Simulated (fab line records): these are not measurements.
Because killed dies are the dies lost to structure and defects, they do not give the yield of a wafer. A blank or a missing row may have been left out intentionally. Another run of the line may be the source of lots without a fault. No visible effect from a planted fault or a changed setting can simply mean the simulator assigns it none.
Which tool was responsible?    flow nand_harc    72 wafers from 24 lots sampled at 2 of the route's 1302 steps

## WHAT THE GAUGES READ, wafer by wafer
NHARC_P_M1_CD_MEAS_09: the cd target is 130 nm.
lot   measured      on         cd_nm (nm)
L074  day 6 02:12   cd_sem-02  128.7 128.6 129.4
L075  day 6 16:16   cd_sem-02  129.0 128.8 128.9
L076  day 6 21:22   cd_sem-03  128.8 130.2 130.4
L077  day 7 11:43   cd_sem-02  129.8 131.1 129.1
L078  day 7 21:25   cd_sem-02  129.4 129.7 130.3
L079  day 8 03:56   cd_sem-02  128.9 129.8 130.1
L080  day 8 20:44   cd_sem-02  128.5 130.4 130.1
L081  day 9 01:14   cd_sem-02  130.1 130.8 130.9
L082  day 9 17:56   cd_sem-01  130.6 129.2 128.9
L083  day 10 02:21  cd_sem-01  129.0 130.6 130.1
L084  day 10 21:01  cd_sem-01  129.2 129.4 128.8
L085  day 11 04:23  cd_sem-01  129.2 130.3 128.0
L086  day 11 05:22  cd_sem-02  130.0 127.8 130.4
L087  day 12 09:20  cd_sem-02  130.1 128.8 129.4
L088  day 12 10:13  cd_sem-03  130.2 128.2 129.0
L090  day 12 20:14  cd_sem-01  128.5 129.5 128.1
L089  day 12 20:59  cd_sem-01  130.0 130.5 129.2
L091  day 13 04:10  cd_sem-02  129.5 128.7 128.9
L092  day 13 17:22  cd_sem-02  130.4 129.0 128.8
L093  day 14 06:32  cd_sem-03  128.8 130.3 128.9
L094  day 14 14:52  cd_sem-01  130.2 130.3 130.6
L096  day 15 11:53  cd_sem-03  130.3 130.6 130.4
L095  day 15 12:29  cd_sem-03  128.8 130.3 129.5
L097  day 15 22:13  cd_sem-03  129.8 128.8 130.4

NHARC_P_M1_INSPECT_11.
lot   measured      on                 raw_defect_count
L074  day 6 02:19   defect_inspect-02  7 1 5
L075  day 6 16:23   defect_inspect-02  2 3 3
L076  day 6 21:29   defect_inspect-01  2 5 4
L077  day 7 11:50   defect_inspect-02  4 3 8
L078  day 7 21:32   defect_inspect-02  4 8 5
L079  day 8 04:04   defect_inspect-01  7 2 5
L080  day 8 20:51   defect_inspect-01  9 5 10
L081  day 9 01:22   defect_inspect-02  2 5 1
L082  day 9 18:04   defect_inspect-01  4 6 5
L083  day 10 02:29  defect_inspect-02  3 4 2
L084  day 10 21:09  defect_inspect-01  4 1 5
L085  day 11 04:31  defect_inspect-02  2 6 10
L086  day 11 05:29  defect_inspect-01  3 5 9
L087  day 12 09:27  defect_inspect-02  7 2 3
L088  day 12 10:20  defect_inspect-02  0 3 4
L090  day 12 20:21  defect_inspect-02  7 4 5
L089  day 12 21:06  defect_inspect-01  6 5 9
L091  day 13 04:17  defect_inspect-02  5 4 3
L092  day 13 17:29  defect_inspect-01  3 3 3
L093  day 14 06:40  defect_inspect-02  3 4 3
L094  day 14 14:59  defect_inspect-02  6 11 1
L096  day 15 12:01  defect_inspect-01  10 7 6
L095  day 15 12:37  defect_inspect-02  6 10 5
L097  day 15 22:20  defect_inspect-02  12 6 4

## WHICH TOOL RAN EACH LOT (tool, then ch and the chambers of the sampled wafers, then the start)
Before these readings, the record contains no process step.

## WHAT THE TOOLS THEMSELVES READ (means of the sampled wafers that have a number; where no wafer has one, the mark that the record gives instead)
The record holds no such reading with a usual standard deviation.

## THE ANSWER, worked out from the rows above alone
Rule: the usual values come from the lots themselves. The widest of any qualifying gaps counts: lots, ordered by their means at a reading, are off when they make up no more than a third of the lots, leave a main group of 4 or more, and stand apart from it by 3 or more times the standard deviation of that group's means. If all means in a main group match to the digits the tables above print for the reading, that group is not used. Also off: a lot with no number at a reading for which 4 or more lots have one. Any other lot the step has rows for is counted as sound. After the gauges, taken in route order, come the tools' own readings; for these a lot's mean is taken, as printed above. At the first step where some lot is off, the reading lying furthest off is the one used; lots without a number count as furthest.
Across all readings shown, no lot is off: no conclusion can be drawn from this.

## WHAT THE SIMULATOR HAD INSERTED
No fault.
